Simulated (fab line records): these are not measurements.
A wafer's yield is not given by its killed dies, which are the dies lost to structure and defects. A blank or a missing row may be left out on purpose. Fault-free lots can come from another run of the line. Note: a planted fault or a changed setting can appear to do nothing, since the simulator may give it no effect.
fab line records ; flow nand-harc
record lots=6; wafers=18; last-day=34
route steps=1302 shown A_SLIT@928 A_SIN_REMOVE@947 A_WL_FILL@952 END@1302
lots that met no fault: from a run of the same line without faults
start-h: the number of hours between the record's first day and the start of the first shown wafer of the lot ; wait-h: how many hours have passed since the lot's step before this one ; " same as the row above ; L1.1+2: a single row standing in for several wafers ; - value missing, or start not given ; * or withheld: withheld ; < > ~ a bound
route shown NAME@n: names a module that has steps shown in the file, with the first one's number in the route ; usual: the fault-free wafers' mean and standard deviation ; same: alike in all rows ; chamber/n: place in a boat ; sites: per-site readings ; _std_site: standard deviation of those values ; _edge_site: inner sites' mean taken away from outer sites' mean ; radius-mm: for every site, how far away it sits from the centre of the wafer ; mask NAME#n: copy n ; behind: the tool/chamber that last shaped the wafer ; hold: why the lot went on hold/how many hours it stayed there/how the hold came to an end ; device: transistor that didn't switch, given as n, p or np ; end of line: tests run on the same wafers once the route is complete ; for a step that has no rows: nothing shown but its recipe ; killed: count of dies lost to structure and defects at first sort (not the wafer's yield) ; map: a wafer's dies, x killed, . not, _ none there
set.NAME: setting as actually run; set.NAME@STEP: the setting as run at that earlier step ; model.NAME: the simulator's own value behind a step, which no gauge read
lots at some steps of the route; a table a step, a row a wafer
services: when a tool's chamber went out of use (start-h, in hours from the record's first day, below 0 if earlier), for how many hours, and the reason
## steps
# step NHARC_A_SLIT_SOFTBAKE_04
# recipe temp-c=105; time-s=55
# step NHARC_A_SLIT_EBR_05
# step NHARC_A_SLIT_EXPOSE_06
# recipe na=1.35; dose-mj=60.82; mask-id=SLIT
# step NHARC_A_SLIT_PEB_07
# recipe peb-temp-c=100; peb-time-s=65
# step NHARC_A_SLIT_DEVELOP_08
# recipe develop-time-s=35; dev-temp-c=23
# step NHARC_A_SLIT_CD_MEAS_09
# recipe target-cd-nm=300; landing-energy-ev=500
# usual cd-nm=300.1/0.47
lot.wafer;tool;chamber;start-h;wait-h;cd-nm
L442.1;cd-sem-03;0;534.74;-;300.0
L442.2;cd-sem-03;0;534.74;-;299.9
L442.4;cd-sem-03;0;534.74;-;299.8
L444.1;cd-sem-03;0;565.26;-;300.2
L444.5;cd-sem-03;0;565.26;-;299.9
L444.6;cd-sem-03;0;565.26;-;300.1
L447.2;cd-sem-02;0;569.19;-;299.8
L447.3;cd-sem-02;0;569.19;-;300.3
L447.4;cd-sem-02;0;569.19;-;299.8
L450.1;cd-sem-01;0;588.08;-;299.7
L450.4;cd-sem-01;0;588.08;-;300.0
L450.6;cd-sem-01;0;588.08;-;299.5
L456.1;cd-sem-03;0;656.76;-;299.5
L456.2;cd-sem-03;0;656.76;-;300.3
L456.5;cd-sem-03;0;656.76;-;300.3
L457.1;cd-sem-03;0;693.71;-;300.5
L457.5;cd-sem-03;0;693.71;-;300.5
L457.6;cd-sem-03;0;693.71;-;301.0
# step NHARC_A_SLIT_OVL_MEAS_10
# usual overlay-x-nm=0.0/0.6; overlay-y-nm=0.1/0.73
lot.wafer;tool;chamber;start-h;wait-h;overlay-x-nm;overlay-y-nm
L442.1;overlay-01;-;534.82;-;0.8;0.3
L442.2;overlay-01;-;534.82;-;0.2;0.8
L442.4;overlay-01;-;534.82;-;-0.2;0.3
L444.1;overlay-01;-;565.35;-;-0.8;0.4
L444.5;overlay-01;-;565.35;-;-0.9;1.1
L444.6;overlay-01;-;565.35;-;-0.3;1.1
L447.2;overlay-02;-;569.28;-;0.1;1.6
L447.3;overlay-02;-;569.28;-;0.1;1.1
L447.4;overlay-02;-;569.28;-;-0.7;1.1
L450.1;overlay-01;-;588.17;-;0.7;-0.5
L450.4;overlay-01;-;588.17;-;0.8;-1.0
L450.6;overlay-01;-;588.17;-;0.4;-0.7
L456.1;overlay-02;-;656.84;-;1.0;-0.7
L456.2;overlay-02;-;656.84;-;-0.2;-0.3
L456.5;overlay-02;-;656.84;-;0.2;-0.6
L457.1;overlay-01;-;693.80;-;-0.2;-0.6
L457.5;overlay-01;-;693.80;-;-0.5;0.0
L457.6;overlay-01;-;693.80;-;-0.7;0.1
# step NHARC_A_SLIT_INSPECT_11
# usual raw-defect-count=51/25
lot.wafer;tool;chamber;start-h;wait-h;raw-defect-count
L442.1;defect-inspect-02;-;534.86;0.0;32
L442.2;defect-inspect-02;-;534.86;0.0;28
L442.4;defect-inspect-02;-;534.86;0.0;26
L444.1;defect-inspect-02;-;565.39;0.0;80
L444.5;defect-inspect-02;-;565.39;0.0;75
L444.6;defect-inspect-02;-;565.39;0.0;76
L447.2;defect-inspect-02;-;569.31;0.0;38
L447.3;defect-inspect-02;-;569.31;0.0;47
L447.4;defect-inspect-02;-;569.31;0.0;48
L450.1;defect-inspect-01;-;588.21;0.0;65
L450.4;defect-inspect-01;-;588.21;0.0;47
L450.6;defect-inspect-01;-;588.21;0.0;49
L456.1;defect-inspect-01;-;656.88;0.0;75
L456.2;defect-inspect-01;-;656.88;0.0;69
L456.5;defect-inspect-01;-;656.88;0.0;60
L457.1;defect-inspect-01;-;693.83;0.0;38
L457.5;defect-inspect-01;-;693.83;0.0;40
L457.6;defect-inspect-01;-;693.83;0.0;34
# step NHARC_A_SLIT_DESCUM_14
# recipe time-s=3; o2-flow-sccm=200; ar-flow-sccm=0; bias-power-w=0; chemistry=O2
# step NHARC_A_SLIT_ETCH_24
# recipe target-depth-a=1210; time-s=60.5; cf4-flow-sccm=100; chf3-flow-sccm=30; ar-flow-sccm=0; rf-w=500; bias-w=200; chemistry=CF4/CHF3
# usual drypump-motor-current-A=5.8/0.36; mfc-ar-sccm=0.014/0.013; oes-product-au=0.959/0.019; rf-fwd-power-W=495.3/1.8; rf-vpp-V=371.0/2.1; showerhead-plenum-p-Torr=1.59/0.06; throttle-valve-pct=16.804/0.0091
lot.wafer;tool;chamber;start-h;wait-h;drypump-motor-current-A;mfc-ar-sccm;oes-product-au;rf-fwd-power-W;rf-hours-counter-h;rf-vpp-V;showerhead-plenum-p-Torr;throttle-valve-pct
L442.2;rie-diel-10;2;535.03;0.1;5.8;0;0.953;491.2;4.5;373.8;1.66;16.805
L442.1;rie-diel-10;3;535.03;0.1;6.7;0.022;0.945;493.9;4.4;370.4;1.57;16.803
L442.4;rie-diel-10;1;535.03;0.1;5.4;0;0.952;495.4;-;375.2;1.67;16.808
L444.1;rie-diel-03;0;565.55;0.1;6.0;0.007;0.948;494.9;4.5;371.7;1.64;16.793
L444.6;rie-diel-03;1;565.55;0.1;5.3;0.035;0.928;494.5;-;369.9;1.51;16.811
L444.5;rie-diel-03;2;565.55;0.1;5.9;0.033;0.932;497.1;-;368.5;1.47;16.779
L447.3;rie-diel-03;2;569.46;0.1;5.9;0.033;0.967;496.4;4.3;367.7;1.47;16.802
L447.2;rie-diel-03;0;569.46;0.1;5.9;0.007;0.981;496.3;5.4;371.6;1.64;16.797
L447.4;rie-diel-03;1;569.46;0.1;5.2;0.035;0.964;494.8;5.5;370.6;1.51;16.785
L450.1;rie-diel-10;0;588.35;0.1;5.5;0.031;0.973;495.4;6.0;369.5;1.57;16.809
L450.4;rie-diel-10;1;588.35;0.1;5.4;0;0.970;494.1;7.4;373.3;1.67;16.794
L450.6;rie-diel-10;1;588.35;0.1;5.4;0;0.972;495.3;-;373.7;1.67;16.811
L456.1;rie-diel-03;3;657.03;0.1;5.5;0;0.955;495.6;1.7;371.2;1.58;16.813
L456.2;rie-diel-03;0;657.03;0.1;5.9;0.007;0.980;493.7;1.2;372.7;1.64;16.803
L456.5;rie-diel-03;0;657.03;0.1;5.9;0.007;0.981;491.6;-;372.6;1.64;16.806
L457.1;rie-diel-03;2;693.98;0.1;5.9;0.033;0.920;495.3;3.3;366.1;1.47;16.812
L457.5;rie-diel-03;2;693.98;0.1;5.9;0.033;0.917;497.3;-;367.9;1.47;16.811
L457.6;rie-diel-03;3;693.98;0.1;5.5;0;0.935;495.3;-;371.0;1.58;16.808
# step NHARC_A_SLIT_ETCH_15
# recipe target-depth-a=62000; over-etch-frac=0.3; time-s=1612; ion-energy-ev=150; o2-flow-sccm=400; cos-flow-sccm=20; ar-flow-sccm=0; rf-w=500; bias-w=300; chemistry=O2/COS
# usual drypump-motor-current-A=5.8/0.37; mfc-ar-sccm=0.014/0.012; oes-product-au=1.001/0.011; rf-fwd-power-W=499.9/1.5; rf-vpp-V=314.7/1.8; showerhead-plenum-p-Torr=3.15/0.12; throttle-valve-pct=28.330/0.0082
# same over-etch-frac=0.3
lot.wafer;tool;chamber;start-h;wait-h;drypump-motor-current-A;mfc-ar-sccm;oes-product-au;rf-fwd-power-W;rf-hours-counter-h;rf-vpp-V;showerhead-plenum-p-Torr;throttle-valve-pct
L442.2;rie-diel-10;1;-;-;5.4;0;0.989;499.4;4.6;318.7;3.32;28.313
L442.1;rie-diel-10;3;-;-;6.7;0.022;0.994;499.5;4.7;314.0;3.12;28.334
L442.4;rie-diel-10;3;-;-;6.7;0.022;0.988;498.5;-;313.1;3.12;28.325
L444.1;rie-diel-03;1;-;-;5.2;0.035;1.001;503.1;4.8;311.7;3.00;28.327
L444.6;rie-diel-03;0;-;-;5.9;0.007;1.023;499.2;-;317.3;3.25;28.337
L444.5;rie-diel-03;1;-;-;5.3;0.035;0.992;498.5;-;312.6;3.00;28.330
L447.3;rie-diel-03;3;-;-;5.5;0;1.009;499.0;4.3;314.9;3.13;28.345
L447.4;rie-diel-03;0;-;-;5.9;0.007;1.008;500.3;5.6;316.7;3.25;28.318
L447.2;rie-diel-03;1;-;-;5.2;0.035;0.999;500.2;5.8;312.9;3.00;28.319
L450.4;rie-diel-10;3;-;-;6.7;0.022;0.994;501.7;7.9;314.6;3.12;28.330
L450.1;rie-diel-10;2;-;-;5.8;0;0.987;499.3;8.0;317.7;3.30;28.316
L450.6;rie-diel-10;0;-;-;5.5;0.031;0.991;501.0;-;314.9;3.11;28.328
L456.2;rie-diel-03;3;-;-;5.5;0;1.004;498.6;1.9;314.5;3.13;28.336
L456.1;rie-diel-03;0;-;-;5.9;0.007;1.017;500.5;1.5;315.5;3.25;28.332
L456.5;rie-diel-03;3;-;-;5.5;0;1.006;500.2;-;315.2;3.13;28.326
L457.1;rie-diel-03;1;-;-;5.3;0.035;0.997;498.9;2.7;312.8;3.00;28.326
L457.5;rie-diel-03;3;-;-;5.6;0;0.997;497.6;-;314.6;3.13;28.322
L457.6;rie-diel-03;0;-;-;5.9;0.007;1.003;500.3;-;316.6;3.25;28.320
# step NHARC_A_SLIT_ETCH_17
# recipe bias-v=900; source-w=withheld; pressure-mtorr=20; ar-flow-sccm=375; c4f8-flow-sccm=83.3; o2-flow-sccm=41.7; time-s=4254.5; target-depth-a=2.03e+05; chemistry=C4F8/O2/Ar
# usual drypump-motor-current-A=6.0/0.35; he-backside-leak-sccm=5.8/0.71; mfc-ar-sccm=374.8/1.1; showerhead-plenum-p-Torr=3.72/0.19; throttle-valve-pct=32.046/0.009
lot.wafer;tool;chamber;start-h;wait-h;drypump-motor-current-A;he-backside-leak-sccm;mfc-ar-sccm;rf-hours-counter-h;showerhead-plenum-p-Torr;throttle-valve-pct
L442.2;har-etch-02;0;536.42;-;6.3;5.4;371.9;77;3.89;32.052
L442.1;har-etch-02;1;536.42;-;5.8;5.3;376.8;77;3.90;32.051
L442.4;har-etch-02;0;536.42;-;6.3;5.4;374.9;-;3.89;32.042
L444.1;har-etch-02;1;566.72;-;5.8;4.9;373.3;93;3.89;32.043
L444.6;har-etch-02;1;569.14;-;5.8;5.0;376.4;-;3.89;32.037
L444.5;har-etch-02;0;569.14;-;6.3;5.6;374.5;-;3.88;32.045
L447.2;har-etch-01;1;571.67;-;5.4;6.5;373.1;321;3.61;32.065
L447.3;har-etch-01;0;571.67;-;6.2;6.6;375.4;-;3.43;32.040
L447.4;har-etch-01;1;571.67;-;5.4;6.5;372.2;-;3.61;32.051
L450.1;har-etch-01;1;592.43;-;5.5;6.7;374.1;340;3.60;32.057
L450.4;har-etch-01;1;593.64;-;5.4;6.7;374.0;-;3.60;32.041
L450.6;har-etch-01;0;593.64;-;6.2;6.7;375.7;-;3.42;32.050
L456.2;har-etch-01;0;659.54;-;6.2;7.0;375.9;374;3.40;32.041
L456.1;har-etch-01;1;659.54;-;5.5;6.9;375.1;374;3.58;32.051
L456.5;har-etch-01;0;661.98;-;6.3;7.0;373.8;-;3.40;32.049
L457.1;har-etch-02;0;697.86;-;6.3;5.7;374.2;173;3.84;32.035
L457.6;har-etch-02;1;699.66;-;5.8;5.4;373.9;-;3.84;32.036
L457.5;har-etch-02;0;699.66;-;6.3;5.7;374.4;-;3.84;32.060
# step NHARC_A_SLIT_ETCH_26
# recipe bias-v=400; source-w=2000; pressure-mtorr=25; time-s=90; ar-flow-sccm=375; c4f8-flow-sccm=41.7; o2-flow-sccm=83.3; target-depth-a=4000; chemistry=C4F8/O2/Ar
# usual drypump-motor-current-A=6.0/0.35; he-backside-leak-sccm=5.8/0.66; mfc-ar-sccm=374.9/1.2; rf-fwd-power-W=1988/6.8; showerhead-plenum-p-Torr=3.75/0.19; throttle-valve-pct=27.620/0.0086
lot.wafer;tool;chamber;start-h;wait-h;drypump-motor-current-A;he-backside-leak-sccm;mfc-ar-sccm;rf-fwd-power-W;rf-hours-counter-h;showerhead-plenum-p-Torr;throttle-valve-pct
L442.2;har-etch-02;0;540.03;3.0;6.3;5.4;376.6;1991;80;3.93;27.625
L442.1;har-etch-02;1;540.03;3.0;5.8;4.7;374.5;1981;80;3.93;27.620
L442.4;har-etch-02;0;540.03;3.0;6.3;5.3;374.8;1984;-;3.93;27.606
L444.1;har-etch-02;1;570.35;3.0;5.8;5.2;375.4;1979;96;3.92;27.619
L444.6;har-etch-02;1;570.35;3.0;5.8;5.1;375.2;1980;-;3.92;27.619
L444.5;har-etch-02;0;570.35;3.0;6.3;5.5;376.1;1994;-;3.92;27.625
L447.2;har-etch-01;1;574.69;2.4;5.4;6.3;376.1;1990;324;3.64;27.620
L447.3;har-etch-01;0;574.69;2.4;6.2;6.2;374.6;1989;-;3.45;27.626
L447.4;har-etch-01;1;574.69;2.4;5.5;6.4;375.7;1987;-;3.64;27.626
L450.1;har-etch-01;1;595.48;2.5;5.5;6.8;375.5;1995;343;3.63;27.622
L450.4;har-etch-01;1;595.48;2.5;5.5;6.7;373.9;2001;-;3.63;27.632
L450.6;har-etch-01;0;595.48;2.5;6.2;6.4;374.8;1995;-;3.44;27.618
L456.2;har-etch-01;0;663.21;3.1;6.2;6.4;376.2;1987;377;3.43;27.609
L456.1;har-etch-01;1;663.21;3.1;5.4;6.8;374.9;1994;377;3.61;27.626
L456.5;har-etch-01;0;663.21;3.1;6.2;7.0;376.2;1986;-;3.43;27.609
L457.1;har-etch-02;0;700.89;2.4;6.4;5.6;374.2;1978;176;3.87;27.612
L457.6;har-etch-02;1;700.89;2.4;5.8;5.0;375.0;1980;-;3.88;27.623
L457.5;har-etch-02;0;700.89;2.4;6.3;5.5;375.5;1982;-;3.87;27.623
# step NHARC_A_SLIT_STRIP_28
# recipe o2-flow-sccm=400; cos-flow-sccm=20; ar-flow-sccm=0; bias-w=0; chemistry=O2/COS
# step NHARC_A_SLIT_ETCH_29
# recipe target-depth-a=1000; overetch-a=100; time-s=55; ion-energy-ev=100; cf4-flow-sccm=80; o2-flow-sccm=20; ar-flow-sccm=0; rf-w=300; bias-w=100; chemistry=CF4/O2
# usual drypump-motor-current-A=5.8/0.38; mfc-ar-sccm=0.015/0.013; oes-product-au=0.999/0.0099; rf-fwd-power-W=297.2/1; rf-vpp-V=197.9/1.5; showerhead-plenum-p-Torr=1.34/0.052; throttle-valve-pct=13.397/0.0093
lot.wafer;tool;chamber;start-h;wait-h;drypump-motor-current-A;mfc-ar-sccm;oes-product-au;rf-fwd-power-W;rf-hours-counter-h;rf-vpp-V;showerhead-plenum-p-Torr;throttle-valve-pct
L442.1;rie-diel-03;2;540.92;0.1;5.9;0.033;1.007;298.3;2.9;196.3;1.25;13.408
L442.2;rie-diel-03;3;540.92;0.1;5.6;0;1.017;297.5;2.9;197.8;1.34;13.389
L442.4;rie-diel-03;0;540.92;0.1;5.9;0.007;1.022;297.2;3.7;197.7;1.39;13.388
L444.1;rie-diel-04;3;571.23;0.1;6.1;0;1.010;296.9;2.3;199.2;1.37;13.392
L444.5;rie-diel-04;2;571.23;0.1;5.4;0.014;0.999;296.3;-;196.7;1.31;13.397
L444.6;rie-diel-04;3;571.23;0.1;6.1;0;1.015;296.8;-;199.5;1.37;13.385
L447.2;rie-diel-03;2;575.55;0.1;5.9;0.033;1.019;296.9;4.9;194.5;1.25;13.388
L447.4;rie-diel-03;0;575.55;0.1;5.9;0.007;1.018;296.9;6.4;199.7;1.39;13.391
L447.3;rie-diel-03;1;575.55;0.1;5.3;0.035;1.006;296.3;6.1;196.3;1.28;13.409
L450.1;rie-diel-03;3;596.36;0.1;5.5;0;1.001;297.5;7.3;198.1;1.34;13.409
L450.4;rie-diel-03;0;596.36;0.1;5.9;0.007;1.018;298.3;9.1;199.9;1.39;13.406
L450.6;rie-diel-03;2;596.36;0.1;5.9;0.033;0.997;297.2;-;195.7;1.25;13.397
L456.2;rie-diel-10;0;664.09;0.1;5.5;0.031;0.989;296.6;2.5;198.6;1.33;13.395
L456.1;rie-diel-10;1;664.09;0.1;5.4;0;1.000;296.5;2.7;200.1;1.42;13.405
L456.5;rie-diel-10;0;664.09;0.1;5.5;0.031;0.986;297.6;-;196.1;1.33;13.403
L457.1;rie-diel-03;3;701.78;0.1;5.5;0;1.002;297.0;4.4;198.3;1.34;13.394
L457.5;rie-diel-03;1;701.78;0.1;5.2;0.035;0.998;297.7;-;197.6;1.28;13.398
L457.6;rie-diel-03;3;701.78;0.1;5.5;0;1.004;297.0;-;198.0;1.34;13.402
# step NHARC_A_SLIT_STRIP_18
# recipe o2-flow-sccm=500; ar-flow-sccm=0; bias-w=0; chemistry=O2
# step NHARC_A_SLIT_PRECLEAN_19
# recipe time-s=*; temp-c=50; bath-age-min=0; chemistry=SC1
# step NHARC_A_SLIT_SRD_20
# step NHARC_A_SLIT_CD_MEAS_21
# usual cd-nm=289.7/0.97
lot.wafer;tool;chamber;start-h;wait-h;cd-nm
L442.1;cd-sem-03;-;541.45;-;290.2
L442.2;cd-sem-03;-;541.45;-;290.3
L442.4;cd-sem-03;-;541.45;-;290.2
L444.1;cd-sem-03;-;571.76;-;290.1
L444.5;cd-sem-03;-;571.76;-;289.9
L444.6;cd-sem-03;-;571.76;-;290.4
L447.2;cd-sem-03;-;576.13;0.1;289.3
L447.3;cd-sem-03;-;576.13;0.1;289.3
L447.4;cd-sem-03;-;576.13;0.1;290.3
L450.1;cd-sem-03;-;596.89;-;291.3
L450.4;cd-sem-03;-;596.89;-;289.6
L450.6;cd-sem-03;-;596.89;-;289.7
L456.1;cd-sem-01;-;664.64;-;289.2
L456.2;cd-sem-01;-;664.64;-;287.5
L456.5;cd-sem-01;-;664.64;-;288.0
L457.1;cd-sem-02;-;702.37;-;291.1
L457.5;cd-sem-02;-;702.37;-;289.6
L457.6;cd-sem-02;-;702.37;-;290.0
# step NHARC_A_SIN_REMOVE_WET_00
# recipe temp-c=160; time-s=15300; chemistry=H3PO4
# step NHARC_A_SIN_REMOVE_PRECLEAN_01
# recipe time-s=*; temp-c=50; bath-age-min=0; chemistry=SC1
# step NHARC_A_SIN_REMOVE_SRD_02
# step NHARC_A_SIN_REMOVE_INSPECT_04
# usual raw-defect-count=381/84
lot.wafer;tool;chamber;start-h;wait-h;raw-defect-count
L442.1;defect-inspect-02;-;548.17;0.0;634
L442.2;defect-inspect-02;-;548.17;0.0;604
L442.4;defect-inspect-02;-;548.17;0.0;718
L444.1;defect-inspect-02;-;578.39;0.0;748
L444.5;defect-inspect-02;-;578.39;0.0;708
L444.6;defect-inspect-02;-;578.39;0.0;670
L447.2;defect-inspect-01;-;582.14;0.0;420
L447.3;defect-inspect-01;-;582.14;0.0;554
L447.4;defect-inspect-01;-;582.14;0.0;387
L450.1;defect-inspect-02;-;602.71;0.0;558
L450.4;defect-inspect-02;-;602.71;0.0;486
L450.6;defect-inspect-02;-;602.71;0.0;520
L456.1;defect-inspect-02;-;671.29;0.0;412
L456.2;defect-inspect-02;-;671.29;0.0;296
L456.5;defect-inspect-02;-;671.29;0.0;332
L457.1;defect-inspect-01;-;708.97;0.0;381
L457.5;defect-inspect-01;-;708.97;0.0;497
L457.6;defect-inspect-01;-;708.97;0.0;379
# step NHARC_A_WL_FILL_ALD_00
# recipe target-thk-a=30; pulse-time-s=3; ald-cycles=30; temp-c=300; material=Al2O3
# usual heater-power-w=460/47; precursor-pulse-height-rel=1.002/0.02
lot.wafer;tool;chamber;start-h;wait-h;heater-power-w;precursor-pulse-height-rel
L442.4;ald-hk-04;0;548.24;0.1;501;0.997
L442.1;ald-hk-04;2;548.24;0.1;447;0.990
L442.2;ald-hk-04;3;548.24;0.1;505;1.037
L444.1;ald-hk-04;0;578.46;0.1;476;1.025
L444.6;ald-hk-04;0;578.46;0.1;493;0.965
L444.5;ald-hk-04;1;578.46;0.1;472;1.019
L447.2;ald-hk-01;1;582.23;0.1;397;1.020
L447.4;ald-hk-01;2;582.23;0.1;376;0.953
L447.3;ald-hk-01;3;582.23;0.1;429;0.965
L450.4;ald-hk-02;0;602.80;0.1;434;0.993
L450.1;ald-hk-02;1;602.80;0.1;525;0.980
L450.6;ald-hk-02;0;602.80;0.1;418;1.019
L456.1;ald-hk-04;0;672.23;0.9;496;1.037
L456.2;ald-hk-04;2;672.23;0.9;493;0.992
L456.5;ald-hk-04;1;672.23;0.9;461;0.996
L457.1;ald-hk-01;3;709.09;0.1;462;0.994
L457.6;ald-hk-01;1;709.09;0.1;390;0.978
L457.5;ald-hk-01;2;709.09;0.1;386;0.991
# step NHARC_END_SORT_01
# recipe temp-c=25
# usual killed-at-array=53/21; killed-at-other=1.1/1.5; killed-at-periphery=3.9/2.7; killed-dies=58/21; killed-open=3.4/1.9; killed-short=2.3/1.5
# same gross-dies=677
lot.wafer;tool;chamber;start-h;wait-h;killed-at-array;killed-at-other;killed-at-periphery;killed-dies;killed-open;killed-short
L442.1;prober-01;0;648.26;2.5;77;1;4;82;7;2
L442.2;prober-01;0;649.07;2.8;101;1;6;108;2;0
L442.4;prober-01;0;650.69;3.4;105;2;9;116;3;4
L444.1;prober-02;0;677.42;2.5;81;1;6;88;3;1
L444.5;prober-02;0;680.64;3.7;120;0;5;125;4;2
L444.6;prober-02;0;681.44;4.0;106;0;1;107;2;2
L457.1;prober-01;0;810.59;2.5;37;0;4;41;4;1
L457.5;prober-01;0;813.76;3.7;53;2;3;58;6;2
L457.6;prober-01;0;814.55;4.0;34;1;2;37;0;1
# killed by level:class
L442.1 A_SLIT:unspecified=45 A_CHANNEL_HOLE_D2:chamber-film-flake=12 P_M2:chamber-film-flake=4 A_DECK1_JOINT:chamber-film-flake=3 A_WL_FILL:chamber-film-flake=3 A_CHANNEL_HOLE_D1:chamber-film-flake=2 A_STAIRCASE:chamber-film-flake=2 A_ONON_D1:geometric-particle:open=1
L442.2 A_SLIT:unspecified=74 A_CHANNEL_HOLE_D2:chamber-film-flake=15 P_M2:chamber-film-flake=5 A_CHANNEL_HOLE_D1:chamber-film-flake=4 A_BLC:geometric-particle:open=2 A_STAIRCASE:chamber-film-flake=2 A_CONTACT:chamber-film-flake=2 P_ZERO_WELL:chamber-film-flake=1
L442.4 A_SLIT:unspecified=78 A_CHANNEL_HOLE_D2:chamber-film-flake=13 A_CHANNEL_HOLE_D1:chamber-film-flake=6 P_GATE:chamber-film-flake=3 A_CONTACT:chamber-film-flake=3 A_CHANNEL_FILL_D2:geometric-particle:short=2 P_STI:chamber-film-flake=2 P_M2:chamber-film-flake=2
L444.1 A_SLIT:unspecified=42 A_CHANNEL_HOLE_D2:chamber-film-flake=20 A_CHANNEL_HOLE_D1:chamber-film-flake=9 A_STAIRCASE:chamber-film-flake=4 A_CONTACT:chamber-film-flake=2 P_CONTACT:geometric-particle:short=1 P_M0:geometric-particle:open=1 A_SGD_CUT:geometric-particle:open=1
L444.5 A_SLIT:unspecified=76 A_CHANNEL_HOLE_D1:chamber-film-flake=24 A_CHANNEL_HOLE_D2:chamber-film-flake=7 A_CONTACT:chamber-film-flake=4 A_STAIRCASE:chamber-film-flake=3 P_BONDPAD:chamber-film-flake=1 P_CONTACT:geometric-particle:open=1 A_ONON_D1:geometric-particle:short=1
L444.6 A_SLIT:unspecified=49 A_CHANNEL_HOLE_D1:chamber-film-flake=35 A_CHANNEL_HOLE_D2:chamber-film-flake=13 A_STAIRCASE:chamber-film-flake=2 A_ONON_D1:geometric-particle:open=1 A_ONON_D2:geometric-particle:open=1 A_SGD_CUT:geometric-particle:short=1 A_WL_FILL:geometric-particle:short=1
L457.1 A_CHANNEL_HOLE_D1:chamber-film-flake=17 A_SLIT:chamber-film-flake=7 A_CHANNEL_HOLE_D2:chamber-film-flake=4 A_WL_FILL:geometric-particle:open=2 P_BONDPAD:chamber-film-flake=2 A_CONTACT:chamber-film-flake=2 P_CONTACT:geometric-particle:open=1 A_CHANNEL_FILL_D1:geometric-particle:short=1
L457.5 A_CHANNEL_HOLE_D1:chamber-film-flake=21 A_CHANNEL_HOLE_D2:chamber-film-flake=10 A_SLIT:chamber-film-flake=9 A_CONTACT:chamber-film-flake=4 A_ONON_D1:geometric-particle:open=2 A_M0:geometric-particle:open=2 A_CHANNEL_FILL_D1:chamber-film-flake=2 P_GATE:geometric-particle:open=1
L457.6 A_CHANNEL_HOLE_D1:chamber-film-flake=16 A_SLIT:chamber-film-flake=5 A_STAIRCASE:chamber-film-flake=4 A_CHANNEL_HOLE_D2:chamber-film-flake=3 A_CONTACT:chamber-film-flake=3 P_STI:chamber-film-flake=2 A_CHANNEL_FILL_D2:geometric-particle:short=1 A_CHANNEL_FILL_D1:chamber-film-flake=1
## services
tool;chamber;start-h;hours;kind
rie-diel-03;0;516.30;-;clean
rie-diel-03;1;516.30;-;clean
rie-diel-03;2;516.30;-;clean
rie-diel-03;3;516.30;-;clean
rie-diel-10;0;518.21;18.0;repair
rie-diel-04;-;521.86;3.0;repair
rie-diel-04;-;531.90;9.0;pm
rie-diel-03;0;540.80;-;clean
rie-diel-03;1;540.80;-;clean
rie-diel-03;2;540.80;-;clean
rie-diel-03;3;540.80;-;clean
rie-diel-03;1;544.41;3.3;repair
rie-diel-03;3;550.84;3.7;repair
ald-hk-01;-;561.24;0.2;repair
rie-diel-03;0;565.30;-;clean
rie-diel-10;-;596.50;9.0;pm
ald-hk-04;-;615.46;10.0;pm
rie-diel-03;-;635.30;9.0;pm
rie-diel-10;0;651.72;6.3;repair
ald-hk-01;-;652.15;10.0;pm
rie-diel-03;3;655.09;1.7;repair
rie-diel-03;2;697.34;5.6;repair
ald-hk-02;-;708.77;0.3;repair
rie-diel-04;-;708.90;9.0;pm
## key
first-sign step=NHARC_A_SIN_REMOVE_INSPECT_04; reading=raw-defect-count; direction=up; sigmas=3.6; usual=381; struck=680
effect step=NHARC_END_SORT_01; reading=killed-at-array; direction=up; sigmas=2.2; usual=53; struck=98; wafers-moved=5
more-kills-born-at NHARC_A_SLIT_ETCH_26@har-etch-02=343
met-at NHARC_A_SLIT_ETCH_26
struck-wafers L442.1,L442.2,L442.4,L444.1,L444.5,L444.6
tester-left-out L442,L444
fault kind=chamber-particle-source; tool=har-etch-02; chamber=-; onset-h=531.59; steps=NHARC_A_SLIT_ETCH_26; rate-per-visit-cm2=0.56107; end-h=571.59
# tester-left-out: of these lots the tester's yield and bins aren't shown, on N5 and GAA mostly nor the transistor test; their killed dies are dies lost to structure and defects alone, not to doping, threshold or leakage, so they don't give the yield
